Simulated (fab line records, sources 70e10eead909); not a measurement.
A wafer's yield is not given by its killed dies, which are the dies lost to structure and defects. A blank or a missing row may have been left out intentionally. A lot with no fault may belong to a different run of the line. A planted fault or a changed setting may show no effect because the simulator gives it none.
Code-filled problem report in 8D (eight disciplines) form	flow nand harc	the parts of the form that need people (team, actions taken, sign-off) are left out

1. WHAT WENT WRONG
At NHARC_A_SGD_CUT_CD_MEAS_09, cd nm averages 104.6 nm over 6 wafers from 2 lots, while fault-free wafers read 100.1 nm, standard deviation 0.58. That puts it +7.7 standard deviations away from the usual mean.
The step: target cd 100 nm.
Earliest sighting: wafer L930.3 on cd sem-02 at day 24 01:07. The record holds 36 wafers of 12 lots with a number at this step. Rule for "out" (also "out of limits"): further than 4 standard deviations from the usual mean. The other wafers with a number count as sound.

2. WHAT IT IS; WHAT IT IS NOT
question	is	is not
which readings at this step	cd nm	-
which lots	L930, L933	L920, L921, L923, L924, L925, L931, L935, L937, L939, L940
which wafers of those lots	all that have a number	-
read on which gauges	cd sem-02	cd sem-01, cd sem-03
when	from day 24 01:07	up to then (18 sound wafers); but 12 sound wafers of L935, L937, L939, L940 came after

3. WHAT RULES OUT EACH SUSPECT
Counting: a tool at a process step up to the reading stays a suspect if it ran every lot that is out and no sound lot after the first of them.
- the gauge at NHARC_A_SGD_CUT_CD_MEAS_09 has been ruled out. All the wafers that are out were read on cd sem-02, but those of them that NHARC_A_SGD_CUT_EXPOSE_06 has rows for are out there too, on other tools.
- cmp-04 at NHARC_A_STAIRCASE_CMP_472 (polishes SiO2): ruled out as a lasting fault. Following L930 (day 23 23:59), the first lot on it that is out, the sound lots L939 were run on it.
- arfi scanner-01 at NHARC_A_SGD_CUT_EXPOSE_06 (exposes mask SGD): kept. It ran every lot that is out, first L930 (day 24 00:59), and no sound lot after that; its last sound lot up to then is L925 (day 21 09:34). On those wafers its own readings are out: exposure dose mJ cm2.
After counting, what remains is arfi scanner-01 at NHARC_A_SGD_CUT_EXPOSE_06.

4. THE CAUSE (what the simulator had put in)
Process parameters drifting: arfi scanner-01 at NHARC_A_SGD_CUT_EXPOSE_06, beginning at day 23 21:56. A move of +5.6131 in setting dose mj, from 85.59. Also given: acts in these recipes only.
The count eliminated every tool but this one.

5. THE CHAIN OF EFFECTS, in route order
Rows list readings where the struck wafers' mean (over those with a number) sits beyond 3 standard deviations from the usual. Readings are gone through only where the record gives a usual standard deviation; hours: the median, over the lots, of the time from a lot's start at the first step in this table giving one to that lot's start at this step; sigmas: the change measured in usual standard deviations.
hours	step	reading	usual	on struck wafers	change	sigmas
0	NHARC_A_SGD_CUT_EXPOSE_06	exposure dose mJ cm2	85.8	91.1	+5.3	+15
0	NHARC_A_SGD_CUT_CD_MEAS_09	cd nm	100.1 nm	104.6	+4.5	+7.7
It contains these process steps:
- NHARC_A_SGD_CUT_EXPOSE_06: exposes mask SGD.

6. WHAT WOULD HAVE CAUGHT IT SOONER
The first out-of-limits reading at a measuring or inspecting step in this record came at day 24 01:07, 3 hours after the fault's start at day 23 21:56.
Tool's own readings at NHARC_A_SGD_CUT_EXPOSE_06, exposure dose mJ cm2: out on all struck wafers the step has rows for; an alarm limit on them would have tripped on the first.
Among the 2 lots that are out, L933 began NHARC_A_SGD_CUT_EXPOSE_06 on arfi scanner-01 after day 24 01:07. It would have been spared by a hold on the tool at that moment.
